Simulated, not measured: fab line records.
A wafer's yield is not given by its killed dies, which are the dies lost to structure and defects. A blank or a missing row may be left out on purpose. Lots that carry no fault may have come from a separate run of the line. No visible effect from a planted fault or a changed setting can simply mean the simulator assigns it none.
Split-lot trial | flow n5Finfet | route with 1938 steps; 7 lots, 39 wafers read

ABOUT THE SPLIT
At N5_BEOL_M9_DESCUM_16 (chemistry O2, time 7.9 s), the setting timeS was moved away from the recipe's 7.9 s on 12 of the 39 wafers read, by -27.4% to +49.4%. For the rest of the wafers, this setting stayed at what the recipe calls for.

Split to reading: the file shows no intervening step.

THE READING
CAR-ArF_of_BEOL_M9_COAT_05.thkNm (the simulator's own value, which no gauge read), in nm, at N5_BEOL_M9_ETCH_61 (etches SiARC in CF4, target depth 39 nm, time 65 s). The file gives no usual value for it. Across the 27 wafers here that went through the recipe, the average is 55.5 nm and the standard deviation 0.25 nm.

wafer  | tool, chamber at the split | timeS as run, s | against the recipe | CAR-ArF_of_BEOL_M9_COAT_05.thkNm, nm | against lot-mates on the recipe
L076.1 | rieDiel-02, 3,0            | 6.67            | -15.6%             | 56.4                                 | +0.9
L076.2 | rieDiel-02, 1              | 7.9             | recipe             | 55.2                                 | -
L076.3 | rieDiel-02, 2              | 6.67            | -15.6%             | 56.2                                 | +0.7
L076.4 | rieDiel-02, 3,0            | 6.67            | -15.6%             | 56.2                                 | +0.7
L076.5 | rieDiel-02, 3              | 7.9             | recipe             | 55.8                                 | -
L076.6 | rieDiel-02, 2              | 7.9             | recipe             | 55.6                                 | -
L077.1 | rieDiel-04, 3,1            | 10.49           | +32.8%             | 54                                   | -1.5
L077.2 | rieDiel-04, 3,1            | 10.49           | +32.8%             | 54                                   | -1.5
L077.5 | rieDiel-04, 0              | 10.49           | +32.8%             | 54                                   | -1.5
L077.3 | rieDiel-04, 2,1            | 7.9             | recipe             | 55.4                                 | -
L077.6 | rieDiel-04, 2,1            | 7.9             | recipe             | 55.4                                 | -
L077.4 | rieDiel-04, 0              | 7.9             | recipe             | 55.8                                 | -
L089.3 | rieDiel-03, 2              | 7.9             | recipe             | 55.8                                 | -
L089.4 | rieDiel-03, 0,2            | 7.9             | recipe             | 55.8                                 | -
L089.6 | rieDiel-03, 0,2            | 7.9             | recipe             | 56                                   | -
L088.1 | rieDiel-04, 1              | 7.9             | recipe             | 55.6                                 | -
L088.2 | rieDiel-04, 2,3,0          | 11.8            | +49.4%             | 53.4                                 | -2.4
L088.3 | rieDiel-04, 2,3,0          | 11.8            | +49.4%             | 53.4                                 | -2.4
L088.4 | rieDiel-04, 2,3,0          | 11.8            | +49.4%             | 53.4                                 | -2.4
L088.5 | rieDiel-04, 2              | 7.9             | recipe             | 56                                   | -
L088.6 | rieDiel-04, 1              | 7.9             | recipe             | 55.8                                 | -
L094.1 | rieDiel-02, 1,3,2          | 7.9             | recipe             | 55.2                                 | -
L094.5 | rieDiel-02, 1,3,2          | 7.9             | recipe             | 55.2                                 | -
L094.2 | rieDiel-02, 2,0,1          | 7.9             | recipe             | 55.4                                 | -
L094.3 | rieDiel-02, 2,0,1          | 7.9             | recipe             | 55.4                                 | -
L094.6 | rieDiel-02, 2,0,1          | 7.9             | recipe             | 55.4                                 | -
L094.4 | rieDiel-02, 1,3,2          | 7.9             | recipe             | 55                                   | -
L095.1 | rieDiel-03, 1,3,0,2,3      | 7.9             | recipe             | 55.4                                 | -
L095.2 | rieDiel-03, 1,3,0,2,3      | 7.9             | recipe             | 55.4                                 | -
L095.3 | rieDiel-03, 1,3,0,2,3      | 7.9             | recipe             | 55.4                                 | -
L095.4 | rieDiel-03, 1,3,0,2,3      | 7.9             | recipe             | 55.4                                 | -
L095.5 | rieDiel-03, 1,3,0,2,3      | 7.9             | recipe             | 55.4                                 | -
L095.6 | rieDiel-03, 0              | 7.9             | recipe             | 55.6                                 | -
L096.1 | rieDiel-03, 3,2            | 7.9             | recipe             | 55.6                                 | -
L096.5 | rieDiel-03, 3,2            | 7.9             | recipe             | 55.6                                 | -
L096.2 | rieDiel-03, 0,3            | 5.732           | -27.4%             | 57                                   | +1.3
L096.6 | rieDiel-03, 0,3            | 5.732           | -27.4%             | 57                                   | +1.3
L096.3 | rieDiel-03, 1              | 7.9             | recipe             | 55.8                                 | -
L096.4 | rieDiel-03, 2              | 5.732           | -27.4%             | 57.2                                 | +1.5
When a row names more than one chamber, that row covers several wafers, and the file does not tell which wafer ran in which chamber.

THE FIT
A straight line over all 39 wafers: CAR-ArF_of_BEOL_M9_COAT_05.thkNm changes by -0.0467 nm for each +1% of timeS; r = -0.97; the points scatter about the line by 0.23 nm.
The same after taking each lot's own level away (the mean of its wafers on the recipe; 39 wafers): -0.0486 nm for each +1%; r = -0.99; scatter 0.13 nm.
The reading moves by 2.4 nm for the largest change in timeS, on that fit.
Measured against the standard deviation above, the lots' own levels, which go from 55.27 to 55.87 nm, span 2.4 times it.
Hence the lot-to-lot level has little effect on the slope; both slopes agree.
Check: with one of the wafers moved furthest among these (+49.4%) left out of the fit, the line predicts -2.39 nm for it against its lot-mates. Against them it came out at -2.4 nm.

THE WHOLE CHAIN: every reading that the file lists as answering this split, in the file's order
step                 | what it does                                       | reading                                                                           | change (the file's fit)                | r (the file's)
N5_BEOL_M9_DESCUM_16 | chemistry O2, time 7.9 s                           | CAR-ArF_of_BEOL_M9_COAT_05.thkNm (the simulator's own value, which no gauge read) | -0.048 nm for each +1% of the setting  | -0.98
N5_BEOL_M9_ETCH_61   | etches SiARC in CF4, target depth 39 nm, time 65 s | CAR-ArF_of_BEOL_M9_COAT_05.thkNm (the simulator's own value, which no gauge read) | -0.0485 nm for each +1% of the setting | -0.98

THE FILE'S OWN FIT
CAR-ArF_of_BEOL_M9_COAT_05.thkNm changes by -0.0485 nm for each +1% of timeS, r = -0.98.
